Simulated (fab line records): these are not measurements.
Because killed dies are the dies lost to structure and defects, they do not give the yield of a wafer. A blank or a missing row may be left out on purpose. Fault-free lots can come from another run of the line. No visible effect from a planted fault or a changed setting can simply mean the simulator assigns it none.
Chamber matching    flow n5 finfet    N5_BEOL_M7_ETCH_61 on rie diel-04 has 4 sister chambers
The step etches SiARC in CF4, target depth 45.5 nm, time 75.8 s. 7 wafers are shown with their chamber, then 7 later ones without.

WAFERS, EACH WITH ITS CHAMBER
wafer   chamber  etch rf on time s (s)  throttle valve pct (%)
L078.2  0        77.3                   15.07
L080.1  3        79.0                   15.11
L088.2  2        73.9                   15.58
L088.3  3        78.4                   15.15
L088.6  1        75.5                   15.57
L094.2  2        73.2                   15.60
L094.5  1        74.4                   15.57

WAFERS MISSING THEIR CHAMBER
wafer   etch rf on time s (s)  throttle valve pct (%)
L094.6  76.4                   15.10
L095.1  78.2                   15.20
L095.3  77.7                   15.12
L095.4  75.2                   15.60
L097.1  74.8                   15.61
L097.2  78.0                   15.19
L097.5  77.9                   15.18

WHICH CHAMBER EACH WENT THROUGH
wafer   from the rows above      in truth
L094.6  0                        0
L095.1  3                        3
L095.3  can't be placed: 3 or 0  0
L095.4  can't be placed: 1 or 2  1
L097.1  can't be placed: 1 or 2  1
L097.2  3                        3
L097.5  3                        3
Placed correctly: 4 of 7. Can't be placed from these rows: 3 (the true chamber is among the candidates in 3). Wrongly placed: 0.
How it was worked out, from the rows above alone: a wafer's distance from a chamber is the root of the sum, over the readings, of the square of ((its reading less the chamber's mean) divided by the reading's scatter). The wafer belongs to the nearest chamber; if the next one is less than 2 further off, it can't be placed. Each chamber's mean is taken over the wafers shown for it. How the scatter is found: for the shown wafers, subtract from each reading the mean of its chamber, square and add these, divide the total by (wafers less chambers), then take the root.
